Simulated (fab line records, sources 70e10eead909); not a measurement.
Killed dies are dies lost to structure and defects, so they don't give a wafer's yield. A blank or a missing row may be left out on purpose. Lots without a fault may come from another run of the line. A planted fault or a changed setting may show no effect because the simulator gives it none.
Chamber matching | flow nand_harc | NHARC_A_M1_DEP_33 on pecvd-03: 3 sister chambers
The step deposits SiCN, target thk 30 nm. 14 wafers are shown with their chamber, then 7 later ones without.

WAFERS WITH THEIR CHAMBER
wafer  | chamber | rf_fwd_power_W (W) | heater_power_w (W) | chamber_pressure_Torr (Torr)
L075.4 | 2       | 449.4              | 594                | 3.004
L075.5 | 0       | 446.6              | 619                | 2.999
L075.6 | 1       | 449.9              | 549                | 3.002
L079.2 | 2       | 450.2              | 566                | 2.992
L079.4 | 1       | 449.4              | 519                | 3.007
L079.6 | 2       | 447.7              | 551                | 3.000
L082.1 | 2       | 450.4              | 548                | 3.000
L082.3 | 0       | 448.4              | 532                | 2.997
L082.5 | 2       | 448.7              | 554                | 3.000
L083.3 | 1       | 448.8              | 547                | 2.993
L083.4 | 2       | 449.0              | 592                | 3.011
L083.5 | 0       | 448.7              | 557                | 3.014
L086.1 | 2       | 446.8              | 506                | 3.004
L086.2 | 0       | 449.1              | 522                | 3.007

SIGNATURES (means of the wafers above)
reading               | chamber 0 | chamber 1 | chamber 2 | scatter within a chamber
rf_fwd_power_W        | 448.200   | 449.367   | 448.886   | 1.14
heater_power_w        | 557.50    | 538.33    | 558.71    | 32.5
chamber_pressure_Torr | 3.00425   | 3.00067   | 3.00157   | 0.00663
Rule: a wafer's distance from a chamber is the root of the sum, over the readings, of the square of ((its reading less the chamber's mean) divided by the reading's scatter). The wafer belongs to the nearest chamber; if the next one is less than 2 further off, it can't be placed. The scatter: the root of (the sum of the squares of (reading less its chamber's mean) over the shown wafers, divided by (wafers less chambers)).

WAFERS WITHOUT THEIR CHAMBER
wafer  | rf_fwd_power_W (W) | heater_power_w (W) | chamber_pressure_Torr (Torr)
L086.6 | 450.9              | 535                | 2.996
L085.3 | 449.3              | 585                | 3.000
L085.5 | 449.3              | 583                | 3.002
L085.6 | 450.1              | 598                | 2.994
L091.1 | 449.3              | 515                | 2.997
L091.2 | 449.3              | 554                | 3.000
L091.4 | 450.0              | 543                | 3.000

WHICH CHAMBER EACH WENT THROUGH
wafer  | from the rows above          | in truth
L086.6 | can't be placed: 1 or 2 or 0 | 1
L085.3 | can't be placed: 2 or 0 or 1 | 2
L085.5 | can't be placed: 2 or 0 or 1 | 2
L085.6 | can't be placed: 2 or 1 or 0 | 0
L091.1 | can't be placed: 1 or 2 or 0 | 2
L091.2 | can't be placed: 2 or 1 or 0 | 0
L091.4 | can't be placed: 1 or 2 or 0 | 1
Placed correctly: 0 of 7. Can't be placed from these rows: 7 (the true chamber is among the candidates in 7). Placed wrongly: 0.
